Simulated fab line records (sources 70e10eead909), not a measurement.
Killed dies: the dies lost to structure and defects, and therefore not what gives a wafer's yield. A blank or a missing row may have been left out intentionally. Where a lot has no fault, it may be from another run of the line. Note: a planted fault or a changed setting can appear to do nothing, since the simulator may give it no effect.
Matching of chambers ; flow nand-harc ; 4 sister chambers for NHARC_P_BONDPAD_DESCUM_11 on rie-diel-13
The step chemistry O2, time 3 s. 22 wafers are shown with their chamber, then 11 later ones without.

WAFERS WITH THEIR CHAMBER
wafer;chamber;drypump-motor-current-A (A);oes-product-au (a.u.);rf-vpp-V (V)
L079.2;3;5.5;0.991;56.1
L079.4;0;5.4;1.017;58.0
L079.6;3;5.5;0.998;58.0
L079.1;1;6.1;0.995;57.5
L079.3;2;6.2;1.006;58.7
L079.5;0;5.4;1.011;57.6
L080.2;2;6.2;0.998;57.5
L080.5;2;6.1;0.999;59.1
L080.6;1;6.1;0.992;57.6
L081.1;0;5.5;1.018;56.7
L081.4;3;5.5;1.003;59.2
L081.6;3;5.5;1.000;57.1
L084.2;1;6.1;0.999;57.4
L084.4;3;5.5;1.002;57.5
L084.6;2;6.2;1.016;58.5
L086.1;1;6.1;1.007;57.1
L086.3;0;5.4;1.002;57.2
L086.5;0;5.4;1.011;58.1
L087.1;3;5.5;1.003;59.4
L087.2;2;6.2;1.002;58.5
L087.5;1;6.1;1.007;59.5
L089.1;3;5.5;0.995;57.9

SIGNATURES, as means of the wafers listed above
reading;chamber 0;chamber 1;chamber 2;chamber 3;scatter within a chamber
drypump-motor-current-A;5.420;6.100;6.180;5.500;0.0298
oes-product-au;1.01180;1.00000;1.00420;0.99886;0.00618
rf-vpp-V;57.520;57.820;58.460;57.886;0.894
Rule: a wafer lies at a distance from a chamber equal to the root of the sum of squares, over the readings, of (its reading less the chamber's mean, divided by the reading's scatter). The wafer belongs to the nearest chamber; if the next one is less than 2 further off, it can't be placed. How the scatter is found: for the shown wafers, subtract from each reading the mean of its chamber, square and add these, divide the total by (wafers less chambers), then take the root.

WAFERS MISSING THEIR CHAMBER
wafer;drypump-motor-current-A (A);oes-product-au (a.u.);rf-vpp-V (V)
L089.3;6.2;1.007;58.4
L089.4;6.1;1.011;59.2
L095.1;6.2;1.001;57.9
L095.2;5.4;1.011;57.4
L095.3;5.5;1.006;57.3
L094.2;6.1;0.998;57.2
L094.5;6.2;0.999;58.6
L094.6;5.4;0.994;58.5
L097.2;6.1;1.016;56.2
L097.3;5.5;1.011;58.3
L097.6;6.1;0.998;56.9

WHICH CHAMBER EACH WENT THROUGH
wafer;from the rows above;in truth
L089.3;2;2
L089.4;can't be placed: 1 or 2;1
L095.1;2;2
L095.2;0;0
L095.3;can't be placed: 3 or 0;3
L094.2;1;1
L094.5;2;2
L094.6;can't be placed: 0 or 3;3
L097.2;can't be placed: 1 or 2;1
L097.3;can't be placed: 3 or 0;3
L097.6;1;1
6 of 11 placed correctly. These rows do not allow placing 5 (true chamber among the candidates in 5). Number placed wrongly: 0.
